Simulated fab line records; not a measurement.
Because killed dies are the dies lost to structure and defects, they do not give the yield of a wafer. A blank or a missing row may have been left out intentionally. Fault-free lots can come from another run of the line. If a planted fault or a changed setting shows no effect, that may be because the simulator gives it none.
fab line records :: flow n5Finfet :: part 2 of 2: steps 20 to 28 of 28
[record]
  lots = 5
  wafers = 15
  lastDay = 16
route steps=1938 shown BEOL_M9@1441
lots that met no fault: taken from a fault-free run of the same line
startH: hours from the record's opening day to when the first of the lot's shown wafers began :: waitH: hours since the lot's step before :: " repeats the value in the row above :: L1.1+2: a row that stands for several wafers :: - no value, or no start was given :: * or withheld: withheld :: < > ~ a bound
route shown NAME@n: a module of which the file shows steps, and the number in the route of the first :: usual: average and standard deviation across the fault-free wafers :: same: alike in all rows :: chamber/n: place in a boat :: sites: readings site by site :: _std_site: standard deviation of those values :: _edge_site: mean of outer sites minus mean of inner sites :: radiusMm: for every site, how far away it sits from the centre of the wafer :: mask NAME#n: copy n :: behind: tool/chamber where the wafer was last shaped :: hold: why the lot went on hold/how many hours it stayed there/how the hold came to an end :: device: transistor that didn't switch, given as n, p or np :: end of line: tests of these same wafers at the route's end :: a step with no rows: only its recipe :: killed: not the wafer's yield, but the dies lost to structure and defects at the first sort :: map: the dies of a wafer, with x for killed, . for not killed, _ for no die there
set.NAME: setting as actually run; set.NAME@STEP: the setting as run at that earlier step :: model.NAME: the simulator's own value behind a step, which no gauge read
lots at selected steps of the route; one table per step, one row per wafer
services: a tool's chamber out of use, with start hour (startH, from the record's first day; less than 0 if before it), hours out, and reason
[[steps]]
[step N5_BEOL_M9_CVD_78]
[recipe]
  material = Co
  targetThkA = 20
  tempC = withheld
  precursor = CCTBA/H2
  pressureTorr = 30
  timeS = 138.9
lot.wafer: L077.1
tool: cvdCo-01
chamber: 2
startH: 226.33
waitH: 0.2
sinceWetCleanH: 527

lot.wafer: L077.4
tool: cvdCo-01
chamber: 1
startH: 226.33
waitH: 0.2
sinceWetCleanH: -

lot.wafer: L077.6
tool: cvdCo-01
chamber: 0
startH: 226.33
waitH: 0.2
sinceWetCleanH: -

lot.wafer: L080.1
tool: cvdCo-02
chamber: 0
startH: 241.87
waitH: 0.2
sinceWetCleanH: 783

lot.wafer: L080.4
tool: cvdCo-02
chamber: 0
startH: 241.87
waitH: 0.2
sinceWetCleanH: -

lot.wafer: L080.5
tool: cvdCo-02
chamber: 2
startH: 241.87
waitH: 0.2
sinceWetCleanH: -

lot.wafer: L087.1
tool: cvdCo-01
chamber: 2
startH: 285.41
waitH: 0.1
sinceWetCleanH: 586

lot.wafer: L087.3
tool: cvdCo-01
chamber: 1
startH: 285.41
waitH: 0.1
sinceWetCleanH: 146

lot.wafer: L087.6
tool: cvdCo-01
chamber: 2
startH: 285.41
waitH: 0.1
sinceWetCleanH: -

lot.wafer: L091.1
tool: cvdCo-02
chamber: 1
startH: 303.83
waitH: 0.3
sinceWetCleanH: 1283

lot.wafer: L091.2
tool: cvdCo-02
chamber: 0
startH: 303.83
waitH: 0.3
sinceWetCleanH: 845

lot.wafer: L091.6
tool: cvdCo-02
chamber: 0
startH: 303.83
waitH: 0.3
sinceWetCleanH: -

lot.wafer: L092.3
tool: cvdCo-02
chamber: 1
startH: 311.63
waitH: 0.0
sinceWetCleanH: 1290

lot.wafer: L092.4
tool: cvdCo-02
chamber: 1
startH: 311.63
waitH: 0.0
sinceWetCleanH: -

lot.wafer: L092.6
tool: cvdCo-02
chamber: 2
startH: 311.63
waitH: 0.0
sinceWetCleanH: -
[step N5_BEOL_M9_SPUTTER_48]
[recipe]
  material = Cu
  targetThkA = 120
  tempC = -20
  biasV = 60
  powerW = 26000
  chamberPressurePa = 0.13
  timeS = 2
[usual]
  chuckSensorTempC = -16.1/0.49
  throttleValvePct = 29.7/0.92
lot.wafer: L077.1
tool: pvdSputter-02
chamber: -
startH: 226.55
waitH: 0.2
chuckSensorTempC: -16.4
throttleValvePct: 30.2

lot.wafer: L077.4
tool: pvdSputter-02
chamber: -
startH: 226.55
waitH: 0.2
chuckSensorTempC: -16.1
throttleValvePct: 31.0

lot.wafer: L077.6
tool: pvdSputter-02
chamber: -
startH: 226.55
waitH: 0.2
chuckSensorTempC: -16.4
throttleValvePct: 29.4

lot.wafer: L080.1
tool: pvdSputter-01
chamber: -
startH: 241.99
waitH: 0.1
chuckSensorTempC: -16.9
throttleValvePct: 27.8

lot.wafer: L080.4
tool: pvdSputter-01
chamber: -
startH: 241.99
waitH: 0.1
chuckSensorTempC: -15.7
throttleValvePct: 29.5

lot.wafer: L080.5
tool: pvdSputter-01
chamber: -
startH: 241.99
waitH: 0.1
chuckSensorTempC: -16.9
throttleValvePct: 28.0

lot.wafer: L087.1
tool: pvdSputter-03
chamber: -
startH: 285.54
waitH: 0.1
chuckSensorTempC: -15.8
throttleValvePct: 29.1

lot.wafer: L087.3
tool: pvdSputter-03
chamber: -
startH: 285.54
waitH: 0.1
chuckSensorTempC: -15.9
throttleValvePct: 31.5

lot.wafer: L087.6
tool: pvdSputter-03
chamber: -
startH: 285.54
waitH: 0.1
chuckSensorTempC: -16.4
throttleValvePct: 29.2

lot.wafer: L091.1
tool: pvdSputter-03
chamber: -
startH: 305.50
waitH: 1.6
chuckSensorTempC: -15.9
throttleValvePct: 28.9

lot.wafer: L091.2
tool: pvdSputter-03
chamber: -
startH: 305.50
waitH: 1.6
chuckSensorTempC: -15.5
throttleValvePct: 29.0

lot.wafer: L091.6
tool: pvdSputter-03
chamber: -
startH: 305.50
waitH: 1.6
chuckSensorTempC: -15.9
throttleValvePct: 28.7

lot.wafer: L092.3
tool: pvdSputter-03
chamber: -
startH: 311.78
waitH: 0.1
chuckSensorTempC: -16.5
throttleValvePct: 29.6

lot.wafer: L092.4
tool: pvdSputter-03
chamber: -
startH: 311.78
waitH: 0.1
chuckSensorTempC: -15.6
throttleValvePct: 29.1

lot.wafer: L092.6
tool: pvdSputter-03
chamber: -
startH: 311.78
waitH: 0.1
chuckSensorTempC: -15.5
throttleValvePct: 29.0
[step N5_BEOL_M9_ECD_50]
[recipe]
  material = Cu
  targetThkA = 3180
lot.wafer: L077.1+4+6
tool: ecdCu-01
chamber: 0,0,1
startH: 226.66
waitH: 0.1

lot.wafer: L080.1+4+5
tool: ecdCu-01
chamber: 0,1,0
startH: 242.11
waitH: 0.1

lot.wafer: L087.1+3+6
tool: ecdCu-01
chamber: 0,1,0
startH: 285.66
waitH: 0.1

lot.wafer: L091.1+2+6
tool: ecdCu-01
chamber: 0,1,0
startH: 305.62
waitH: 0.1

lot.wafer: L092.3+4+6
tool: ecdCu-02
chamber: 0,1,1
startH: 311.93
waitH: 0.1
[step N5_BEOL_M9_ANNEAL_51]
[recipe]
  tempC = 225
  timeS = 90
  ambient = N2
[usual]
  annealTempC = 225.00/0.16
  wafer_temp_C_max = 226.20/0.29
lot.wafer: L077.1
tool: rtpAnneal-02
chamber: 0
startH: 226.77
waitH: 0.1
annealTempC: 224.77
wafer_temp_C_max: 226.19

lot.wafer: L077.4
tool: rtpAnneal-02
chamber: 0
startH: 226.77
waitH: 0.1
annealTempC: 224.82
wafer_temp_C_max: 226.31

lot.wafer: L077.6
tool: rtpAnneal-02
chamber: 0
startH: 226.77
waitH: 0.1
annealTempC: 224.96
wafer_temp_C_max: 226.46

lot.wafer: L080.1
tool: rtpAnneal-02
chamber: 0
startH: 242.22
waitH: 0.1
annealTempC: 225.16
wafer_temp_C_max: 226.22

lot.wafer: L080.4
tool: rtpAnneal-02
chamber: 0
startH: 242.22
waitH: 0.1
annealTempC: 225.09
wafer_temp_C_max: 227.10

lot.wafer: L080.5
tool: rtpAnneal-02
chamber: 0
startH: 242.22
waitH: 0.1
annealTempC: 224.80
wafer_temp_C_max: 226.47

lot.wafer: L087.1
tool: rtpAnneal-01
chamber: 0
startH: 285.77
waitH: 0.1
annealTempC: 225.27
wafer_temp_C_max: 225.72

lot.wafer: L087.3
tool: rtpAnneal-01
chamber: 0
startH: 285.77
waitH: 0.1
annealTempC: 225.20
wafer_temp_C_max: 226.75

lot.wafer: L087.6
tool: rtpAnneal-01
chamber: 0
startH: 285.77
waitH: 0.1
annealTempC: 225.07
wafer_temp_C_max: 226.07

lot.wafer: L091.1
tool: rtpAnneal-02
chamber: 0
startH: 305.73
waitH: 0.1
annealTempC: 225.03
wafer_temp_C_max: 226.71

lot.wafer: L091.2
tool: rtpAnneal-02
chamber: 0
startH: 305.73
waitH: 0.1
annealTempC: 224.97
wafer_temp_C_max: 226.11

lot.wafer: L091.6
tool: rtpAnneal-02
chamber: 0
startH: 305.73
waitH: 0.1
annealTempC: 224.91
wafer_temp_C_max: 226.38

lot.wafer: L092.3
tool: rtpAnneal-02
chamber: 0
startH: 312.10
waitH: 0.1
annealTempC: 225.04
wafer_temp_C_max: 225.76

lot.wafer: L092.4
tool: rtpAnneal-02
chamber: 0
startH: 312.10
waitH: 0.1
annealTempC: 225.18
wafer_temp_C_max: 226.37

lot.wafer: L092.6
tool: rtpAnneal-02
chamber: 0
startH: 312.10
waitH: 0.1
annealTempC: 224.95
wafer_temp_C_max: 226.50
[step N5_BEOL_M9_CMP_52]
[recipe]
  stopOn = SiCOH_lowk
  tOverpolishS = 7
  downForcePsi = 1
  platenRpm = 50
  clearingPlatenDownForcePsi = 1.5
  clearingPlatenRpm = 50
  postCmpClean = cuAlkaline
  targetThkNm = 140
  clearingPlatenPadVelocityMS = 0.99484
  padVelocityMS = 0.99484
[usual]
  barrierFieldEndpointS = 28.9/0.79
  motorCurrentA = 6.1/0.81
  overpolishRunS = 7.001/0.0089
  padLifeWafers = 1157/520
  timeToEndpointS = 67/3.6
lot.wafer: L077.4
tool: cmp-04
chamber: 1
startH: 227.11
waitH: 0.2
barrierFieldEndpointS: 28.9
motorCurrentA: 7.5
overpolishRunS: 6.992
padLifeWafers: 1099
timeToEndpointS: 67

lot.wafer: L077.1
tool: cmp-04
chamber: 2
startH: 227.11
waitH: 0.2
barrierFieldEndpointS: 28.9
motorCurrentA: 7.4
overpolishRunS: 6.987
padLifeWafers: 1100
timeToEndpointS: 69

lot.wafer: L077.6
tool: cmp-04
chamber: 0
startH: 227.11
waitH: 0.2
barrierFieldEndpointS: 28.9
motorCurrentA: 5.8
overpolishRunS: 7.014
padLifeWafers: -
timeToEndpointS: 69

lot.wafer: L080.4
tool: cmp-01
chamber: 0
startH: 242.51
waitH: 0.1
barrierFieldEndpointS: 29.3
motorCurrentA: 5.6
overpolishRunS: 7.001
padLifeWafers: 1092
timeToEndpointS: 64

lot.wafer: L080.1
tool: cmp-01
chamber: 3
startH: 242.51
waitH: 0.1
barrierFieldEndpointS: 28.1
motorCurrentA: 6.0
overpolishRunS: 7.002
padLifeWafers: 1095
timeToEndpointS: 60

lot.wafer: L080.5
tool: cmp-01
chamber: 1
startH: 242.51
waitH: 0.1
barrierFieldEndpointS: 29.6
motorCurrentA: 5.3
overpolishRunS: 7.010
padLifeWafers: -
timeToEndpointS: 64

lot.wafer: L087.3
tool: cmp-01
chamber: 2
startH: 286.10
waitH: 0.2
barrierFieldEndpointS: 28.1
motorCurrentA: 5.9
overpolishRunS: 6.999
padLifeWafers: 1483
timeToEndpointS: 65

lot.wafer: L087.1
tool: cmp-01
chamber: 0
startH: 286.10
waitH: 0.2
barrierFieldEndpointS: 28.1
motorCurrentA: 5.9
overpolishRunS: 7.002
padLifeWafers: 1485
timeToEndpointS: 67

lot.wafer: L087.6
tool: cmp-01
chamber: 1
startH: 286.10
waitH: 0.2
barrierFieldEndpointS: 28.1
motorCurrentA: 5.3
overpolishRunS: 6.996
padLifeWafers: -
timeToEndpointS: 64

lot.wafer: L091.2
tool: cmp-03
chamber: 2
startH: 306.10
waitH: 0.3
barrierFieldEndpointS: 29.5
motorCurrentA: 5.3
overpolishRunS: 6.998
padLifeWafers: 572
timeToEndpointS: 72

lot.wafer: L091.1
tool: cmp-03
chamber: 3
startH: 306.10
waitH: 0.3
barrierFieldEndpointS: 29.3
motorCurrentA: 7.8
overpolishRunS: 7.008
padLifeWafers: 573
timeToEndpointS: 74

lot.wafer: L091.6
tool: cmp-03
chamber: 0
startH: 306.10
waitH: 0.3
barrierFieldEndpointS: 29.6
motorCurrentA: 7.1
overpolishRunS: 7.000
padLifeWafers: -
timeToEndpointS: 69

lot.wafer: L092.4
tool: cmp-03
chamber: 3
startH: 312.36
waitH: 0.2
barrierFieldEndpointS: 28.6
motorCurrentA: 7.3
overpolishRunS: 6.989
padLifeWafers: 631
timeToEndpointS: 69

lot.wafer: L092.3
tool: cmp-03
chamber: 0
startH: 312.36
waitH: 0.2
barrierFieldEndpointS: 28.6
motorCurrentA: 7.2
overpolishRunS: 7.012
padLifeWafers: 632
timeToEndpointS: 68

lot.wafer: L092.6
tool: cmp-03
chamber: 2
startH: 312.36
waitH: 0.2
barrierFieldEndpointS: 28.2
motorCurrentA: 4.9
overpolishRunS: 7.016
padLifeWafers: -
timeToEndpointS: 65
[step N5_BEOL_M9_THK_MEAS_53]
[recipe]
  thkMeasGauge = xrf
  reads = Cu_of_BEOL_M9_ECD_50
[usual]
  M9_THK = 139.0/3
lot.wafer: L077.1
tool: filmMetro-02
chamber: -
startH: 227.36
waitH: -
M9_THK[nm]: 141.6

lot.wafer: L077.4
tool: filmMetro-02
chamber: -
startH: 227.36
waitH: -
M9_THK[nm]: 134.5

lot.wafer: L077.6
tool: filmMetro-02
chamber: -
startH: 227.36
waitH: -
M9_THK[nm]: 141.1

lot.wafer: L080.1
tool: filmMetro-02
chamber: -
startH: 242.81
waitH: -
M9_THK[nm]: 133.0

lot.wafer: L080.4
tool: filmMetro-02
chamber: -
startH: 242.81
waitH: -
M9_THK[nm]: 141.5

lot.wafer: L080.5
tool: filmMetro-02
chamber: -
startH: 242.81
waitH: -
M9_THK[nm]: 133.9

lot.wafer: L087.1
tool: filmMetro-02
chamber: -
startH: 286.36
waitH: -
M9_THK[nm]: 145.1

lot.wafer: L087.3
tool: filmMetro-02
chamber: -
startH: 286.36
waitH: -
M9_THK[nm]: 141.6

lot.wafer: L087.6
tool: filmMetro-02
chamber: -
startH: 286.36
waitH: -
M9_THK[nm]: 137.6

lot.wafer: L091.1
tool: filmMetro-01
chamber: -
startH: 306.32
waitH: -
M9_THK[nm]: 141.3

lot.wafer: L091.2
tool: filmMetro-01
chamber: -
startH: 306.32
waitH: -
M9_THK[nm]: 137.6

lot.wafer: L091.6
tool: filmMetro-01
chamber: -
startH: 306.32
waitH: -
M9_THK[nm]: 135.1

lot.wafer: L092.3
tool: filmMetro-02
chamber: -
startH: 312.62
waitH: -
M9_THK[nm]: 137.3

lot.wafer: L092.4
tool: filmMetro-02
chamber: -
startH: 312.62
waitH: -
M9_THK[nm]: 142.2

lot.wafer: L092.6
tool: filmMetro-02
chamber: -
startH: 312.62
waitH: -
M9_THK[nm]: 139.6
[step N5_BEOL_M9_PRE_CLEAN_55]
[recipe]
  gas = NH3
  timeS = 15
  tempC = withheld
  rfPowerW = 300
lot.wafer: L077.1
tool: pecvd-01
chamber: 0
startH: 227.40
waitH: 0.0
sinceWetCleanH: 1294

lot.wafer: L077.4
tool: pecvd-01
chamber: 2
startH: 227.40
waitH: 0.0
sinceWetCleanH: -

lot.wafer: L077.6
tool: pecvd-01
chamber: 0
startH: 227.40
waitH: 0.0
sinceWetCleanH: -

lot.wafer: L080.1
tool: pecvd-03
chamber: 0
startH: 242.85
waitH: 0.0
sinceWetCleanH: 947

lot.wafer: L080.4
tool: pecvd-03
chamber: 2
startH: 242.85
waitH: 0.0
sinceWetCleanH: -

lot.wafer: L080.5
tool: pecvd-03
chamber: 1
startH: 242.85
waitH: 0.0
sinceWetCleanH: -

lot.wafer: L087.1
tool: pecvd-01
chamber: 1
startH: 286.40
waitH: 0.0
sinceWetCleanH: 2078

lot.wafer: L087.3
tool: pecvd-01
chamber: 1
startH: 286.40
waitH: 0.0
sinceWetCleanH: -

lot.wafer: L087.6
tool: pecvd-01
chamber: 1
startH: 286.40
waitH: 0.0
sinceWetCleanH: -

lot.wafer: L091.1
tool: pecvd-04
chamber: 1
startH: 306.36
waitH: 0.0
sinceWetCleanH: 1916

lot.wafer: L091.2
tool: pecvd-04
chamber: 2
startH: 306.36
waitH: 0.0
sinceWetCleanH: 437

lot.wafer: L091.6
tool: pecvd-04
chamber: 1
startH: 306.36
waitH: 0.0
sinceWetCleanH: -

lot.wafer: L092.3
tool: pecvd-03
chamber: 2
startH: 312.65
waitH: 0.0
sinceWetCleanH: 262

lot.wafer: L092.4
tool: pecvd-03
chamber: 0
startH: 312.65
waitH: 0.0
sinceWetCleanH: -

lot.wafer: L092.6
tool: pecvd-03
chamber: 2
startH: 312.65
waitH: 0.0
sinceWetCleanH: -
[step N5_BEOL_M9_DEP_56]
[recipe]
  material = SiCN
  targetThkA = 150
  tempC = withheld
  precursor = 3MS/NH3
  pressureTorr = 3
  rfW = 202
  timeS = 26.5
[usual]
  showerheadPlenumPTorr = 3.660/0.014
  showerheadVppV = 878/46
  throttleValvePct = 8.97/0.29
lot.wafer: L077.1
tool: pecvd-01
chamber: 0
startH: 227.43
waitH: 0.0
showerheadPlenumPTorr: 3.655
showerheadVppV: 814
sinceWetCleanH: 1294
throttleValvePct: 9.03

lot.wafer: L077.4
tool: pecvd-01
chamber: 2
startH: 227.43
waitH: 0.0
showerheadPlenumPTorr: 3.670
showerheadVppV: 803
sinceWetCleanH: -
throttleValvePct: 9.07

lot.wafer: L077.6
tool: pecvd-01
chamber: 0
startH: 227.43
waitH: 0.0
showerheadPlenumPTorr: 3.659
showerheadVppV: 808
sinceWetCleanH: -
throttleValvePct: 8.76

lot.wafer: L080.1
tool: pecvd-03
chamber: 0
startH: 242.88
waitH: 0.0
showerheadPlenumPTorr: 3.656
showerheadVppV: 894
sinceWetCleanH: 947
throttleValvePct: 8.98

lot.wafer: L080.4
tool: pecvd-03
chamber: 2
startH: 242.88
waitH: 0.0
showerheadPlenumPTorr: 3.644
showerheadVppV: 853
sinceWetCleanH: -
throttleValvePct: 8.46

lot.wafer: L080.5
tool: pecvd-03
chamber: 1
startH: 242.88
waitH: 0.0
showerheadPlenumPTorr: 3.676
showerheadVppV: 875
sinceWetCleanH: -
throttleValvePct: 9.13

lot.wafer: L087.1
tool: pecvd-01
chamber: 1
startH: 286.44
waitH: 0.0
showerheadPlenumPTorr: 3.659
showerheadVppV: 852
sinceWetCleanH: 2078
throttleValvePct: 9.14

lot.wafer: L087.3
tool: pecvd-01
chamber: 1
startH: 286.44
waitH: 0.0
showerheadPlenumPTorr: 3.654
showerheadVppV: 855
sinceWetCleanH: -
throttleValvePct: 9.52

lot.wafer: L087.6
tool: pecvd-01
chamber: 1
startH: 286.44
waitH: 0.0
showerheadPlenumPTorr: 3.644
showerheadVppV: 863
sinceWetCleanH: -
throttleValvePct: 9.35

lot.wafer: L091.1
tool: pecvd-04
chamber: 1
startH: 306.38
waitH: 0.0
showerheadPlenumPTorr: 3.690
showerheadVppV: 906
sinceWetCleanH: 1917
throttleValvePct: 8.80

lot.wafer: L091.2
tool: pecvd-04
chamber: 2
startH: 306.38
waitH: 0.0
showerheadPlenumPTorr: 3.663
showerheadVppV: 980
sinceWetCleanH: 438
throttleValvePct: 8.60

lot.wafer: L091.6
tool: pecvd-04
chamber: 1
startH: 306.38
waitH: 0.0
showerheadPlenumPTorr: 3.687
showerheadVppV: 886
sinceWetCleanH: -
throttleValvePct: 9.03

lot.wafer: L092.3
tool: pecvd-03
chamber: 2
startH: 312.68
waitH: 0.0
showerheadPlenumPTorr: 3.647
showerheadVppV: 848
sinceWetCleanH: 262
throttleValvePct: 8.58

lot.wafer: L092.4
tool: pecvd-03
chamber: 0
startH: 312.68
waitH: 0.0
showerheadPlenumPTorr: 3.658
showerheadVppV: 909
sinceWetCleanH: -
throttleValvePct: 9.36

lot.wafer: L092.6
tool: pecvd-03
chamber: 2
startH: 312.68
waitH: 0.0
showerheadPlenumPTorr: 3.646
showerheadVppV: 859
sinceWetCleanH: -
throttleValvePct: 8.77
[step N5_BEOL_M9_RS_MEAS_57]
[recipe]
  thkMeasGauge = four-point-probe
  reads = Cu_of_BEOL_M9_ECD_50+Co_of_BEOL_M9_CVD_78+TaN_of_BEOL_M9_ALD_74
[usual]
  M9_RS = 0.151/0.0033
lot.wafer: L077.1
tool: filmMetro-01
chamber: -
startH: 227.50
waitH: 0.1
M9_RS[ohm/sq]: 0.148

lot.wafer: L077.4
tool: filmMetro-01
chamber: -
startH: 227.50
waitH: 0.1
M9_RS[ohm/sq]: 0.156

lot.wafer: L077.6
tool: filmMetro-01
chamber: -
startH: 227.50
waitH: 0.1
M9_RS[ohm/sq]: 0.148

lot.wafer: L080.1
tool: filmMetro-02
chamber: -
startH: 242.95
waitH: 0.1
M9_RS[ohm/sq]: 0.155

lot.wafer: L080.4
tool: filmMetro-02
chamber: -
startH: 242.95
waitH: 0.1
M9_RS[ohm/sq]: 0.146

lot.wafer: L080.5
tool: filmMetro-02
chamber: -
startH: 242.95
waitH: 0.1
M9_RS[ohm/sq]: 0.154

lot.wafer: L087.1
tool: filmMetro-02
chamber: -
startH: 286.53
waitH: 0.1
M9_RS[ohm/sq]: 0.145

lot.wafer: L087.3
tool: filmMetro-02
chamber: -
startH: 286.53
waitH: 0.1
M9_RS[ohm/sq]: 0.148

lot.wafer: L087.6
tool: filmMetro-02
chamber: -
startH: 286.53
waitH: 0.1
M9_RS[ohm/sq]: 0.152

lot.wafer: L091.1
tool: filmMetro-02
chamber: -
startH: 306.45
waitH: 0.1
M9_RS[ohm/sq]: 0.150

lot.wafer: L091.2
tool: filmMetro-02
chamber: -
startH: 306.45
waitH: 0.1
M9_RS[ohm/sq]: 0.154

lot.wafer: L091.6
tool: filmMetro-02
chamber: -
startH: 306.45
waitH: 0.1
M9_RS[ohm/sq]: 0.157

lot.wafer: L092.3
tool: filmMetro-02
chamber: -
startH: 312.75
waitH: 0.1
M9_RS[ohm/sq]: 0.153

lot.wafer: L092.4
tool: filmMetro-02
chamber: -
startH: 312.75
waitH: 0.1
M9_RS[ohm/sq]: 0.147

lot.wafer: L092.6
tool: filmMetro-02
chamber: -
startH: 312.75
waitH: 0.1
M9_RS[ohm/sq]: 0.152
[[services]]
tool: cmp-03
chamber: -
startH: 200.63
hours: 2.1
kind: repair

tool: aldMetal-01
chamber: 1
startH: 202.78
hours: 8.2
kind: repair

tool: wetBench-04
chamber: -
startH: 209.71
hours: 1.9
kind: pm

tool: uvCure-01
chamber: -
startH: 217.77
hours: 2.1
kind: pm

tool: cvdCo-02
chamber: -
startH: 218.36
hours: 0.3
kind: repair

tool: uvCure-02
chamber: -
startH: 221.96
hours: 3.4
kind: pm

tool: cmp-03
chamber: -
startH: 224.29
hours: 4.0
kind: pm

tool: uvCure-02
chamber: -
startH: 235.10
hours: 28.1
kind: pm

tool: rieDiel-03
chamber: -
startH: 236.51
hours: 0.3
kind: repair

tool: cvdCo-01
chamber: -
startH: 241.24
hours: 2.8
kind: pm

tool: pecvd-01
chamber: -
startH: 246.76
hours: 2.8
kind: pm

tool: rieDiel-03
chamber: 0
startH: 253.64
hours: 2.0
kind: repair

tool: cmp-03
chamber: -
startH: 253.93
hours: 3.2
kind: repair

tool: wetBench-04
chamber: -
startH: 269.34
hours: 7.2
kind: repair

tool: pecvd-01
chamber: 0
startH: 274.91
hours: 19.8
kind: repair

tool: ecdCu-01
chamber: -
startH: 277.97
hours: 0.3
kind: repair

tool: rieDiel-03
chamber: 3
startH: 285.32
hours: 6.0
kind: repair

tool: aldMetal-01
chamber: -
startH: 287.18
hours: 1.2
kind: pm

tool: rieDiel-01
chamber: -
startH: 290.73
hours: 2.8
kind: pm

tool: rieDiel-01
chamber: 2
startH: 293.58
hours: 40.7
kind: repair

tool: cmp-03
chamber: -
startH: 296.25
hours: 6.3
kind: repair

tool: uvCure-02
chamber: -
startH: 299.19
hours: 2.8
kind: pm

tool: cvdCo-02
chamber: -
startH: 300.13
hours: 3.4
kind: repair

tool: aldMetal-01
chamber: -
startH: 310.39
hours: 1.2
kind: repair
